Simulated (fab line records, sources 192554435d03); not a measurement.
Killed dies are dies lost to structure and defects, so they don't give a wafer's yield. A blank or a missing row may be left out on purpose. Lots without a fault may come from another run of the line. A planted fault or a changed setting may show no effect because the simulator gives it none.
Split-lot experiment | flow n5_finfet | 7 lots, 39 wafers read, on a route of 1938 steps

THE SPLIT
At N5_BEOL_M5_ILD_DEP_00 (deposits SiCOH lowk from DEMS/porogen, target thk 140.64 nm, time 25.9 s), the setting time_s was moved away from the recipe's 25.9 s on 12 of the 39 wafers read, by -40.3% to +19.6%. The other wafers ran this setting at the recipe's value.

FROM THE SPLIT TO THE READING: what the file shows between them, 1 step
- N5_BEOL_M5_CURE_79: cures SiCOH lowk, time 240 s

THE READING
M5_ILD_THK, in nm, at N5_BEOL_M5_THK_MEAS_01. Fault-free wafers of this fab line usually give 120.6 nm, standard deviation 1.5 nm.

wafer  | tool, chamber at the split | time_s as run, s | against the recipe | M5_ILD_THK, nm | against lot-mates on the recipe
L076.1 | pecvd-01, 0                | 25.9             | recipe             | 119.4          | -
L076.2 | pecvd-01, 2                | 15.45            | -40.3%             | 73.3           | -47.4
L076.3 | pecvd-01, 1                | 15.45            | -40.3%             | 71.7           | -49.0
L076.4 | pecvd-01, 1                | 15.45            | -40.3%             | 71.9           | -48.8
L076.5 | pecvd-01, 2                | 25.9             | recipe             | 121.6          | -
L076.6 | pecvd-01, 0                | 25.9             | recipe             | 121.2          | -
L077.1 | pecvd-01, 0                | 15.73            | -39.3%             | 72.8           | -47.3
L077.2 | pecvd-01, 1                | 25.9             | recipe             | 118.1          | -
L077.3 | pecvd-01, 2                | 15.73            | -39.3%             | 71.6           | -48.5
L077.4 | pecvd-01, 2                | 25.9             | recipe             | 122.4          | -
L077.5 | pecvd-01, 1                | 25.9             | recipe             | 119.8          | -
L077.6 | pecvd-01, 0                | 15.73            | -39.3%             | 73.9           | -46.2
L080.1 | pecvd-04, 0                | 25.9             | recipe             | 117.9          | -
L080.2 | pecvd-04, 1                | 30.97            | +19.6%             | 141.3          | +21.9
L080.3 | pecvd-04, 2                | 25.9             | recipe             | 120.5          | -
L080.4 | pecvd-04, 2                | 30.97            | +19.6%             | 144.0          | +24.6
L080.5 | pecvd-04, 0                | 25.9             | recipe             | 119.7          | -
L080.6 | pecvd-04, 1                | 30.97            | +19.6%             | 143.3          | +23.9
L079.2 | pecvd-04, 1                | 25.9             | recipe             | 119.4          | -
L079.3 | pecvd-04, 2                | 25.9             | recipe             | 120.6          | -
L079.5 | pecvd-04, 2                | 25.9             | recipe             | 122.9          | -
L082.1 | pecvd-04, 1                | 16.26            | -37.2%             | 76.3           | -44.7
L082.2 | pecvd-04, 0                | 25.9             | recipe             | 119.9          | -
L082.3 | pecvd-04, 2                | 16.26            | -37.2%             | 76.0           | -45.0
L082.4 | pecvd-04, 2                | 16.26            | -37.2%             | 78.6           | -42.4
L082.5 | pecvd-04, 1                | 25.9             | recipe             | 121.3          | -
L082.6 | pecvd-04, 0                | 25.9             | recipe             | 121.7          | -
L083.1 | pecvd-01, 1                | 25.9             | recipe             | 120.8          | -
L083.2 | pecvd-01, 2                | 25.9             | recipe             | 120.3          | -
L083.3 | pecvd-01, 0                | 25.9             | recipe             | 121.0          | -
L083.4 | pecvd-01, 1                | 25.9             | recipe             | 121.3          | -
L083.5 | pecvd-01, 2                | 25.9             | recipe             | 122.6          | -
L083.6 | pecvd-01, 0                | 25.9             | recipe             | 122.3          | -
L097.1 | pecvd-01, 1                | 25.9             | recipe             | 120.6          | -
L097.2 | pecvd-01, 2                | 25.9             | recipe             | 119.6          | -
L097.3 | pecvd-01, 0                | 25.9             | recipe             | 120.1          | -
L097.4 | pecvd-01, 0                | 25.9             | recipe             | 121.8          | -
L097.5 | pecvd-01, 1                | 25.9             | recipe             | 122.4          | -
L097.6 | pecvd-01, 2                | 25.9             | recipe             | 122.6          | -

THE FIT
A straight line over all 39 wafers: M5_ILD_THK changes by +1.19 nm for each +1% of time_s; r = +1.00; the points scatter about the line by 1.4 nm.
The same after taking each lot's own level away (the mean of its wafers on the recipe; 39 wafers): +1.2 nm for each +1%; r = +1.00; scatter 1.2 nm.
On that fit, the largest move of time_s shifts the reading by 48 nm.
The lots' own levels span 119.37 to 121.38 nm, that is 1.3 times the standard deviation above.
So the lot-to-lot level changes the slope little: the two slopes agree.
Check: with one of the wafers moved furthest among these (-40.3%) left out of the fit, the line predicts -48.4 nm for it against its lot-mates. It came out at -47.4 nm against them.

THE WHOLE CHAIN: every reading that the file lists as answering this split, in the file's order
step                   | what it does                                                             | reading                                                                                  | change (the file's fit)              | r (the file's)
N5_BEOL_M5_ILD_DEP_00  | deposits SiCOH lowk from DEMS/porogen, target thk 140.64 nm, time 25.9 s | SiCOH_lowk_of_BEOL_M5_ILD_DEP_00.thk_nm (the simulator's own value, which no gauge read) | +1.38 nm for each +1% of the setting | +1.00
N5_BEOL_M5_CURE_79     | cures SiCOH lowk, time 240 s                                             | SiCOH_lowk_of_BEOL_M5_ILD_DEP_00.thk_nm (the simulator's own value, which no gauge read) | +1.2 nm for each +1% of the setting  | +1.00
N5_BEOL_M5_THK_MEAS_01 |                                                                          | M5_ILD_THK                                                                               | +1.2 for each +1% of the setting     | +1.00

THE FILE'S OWN FIT
M5_ILD_THK changes by +1.2 nm for each +1% of time_s, r = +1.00.
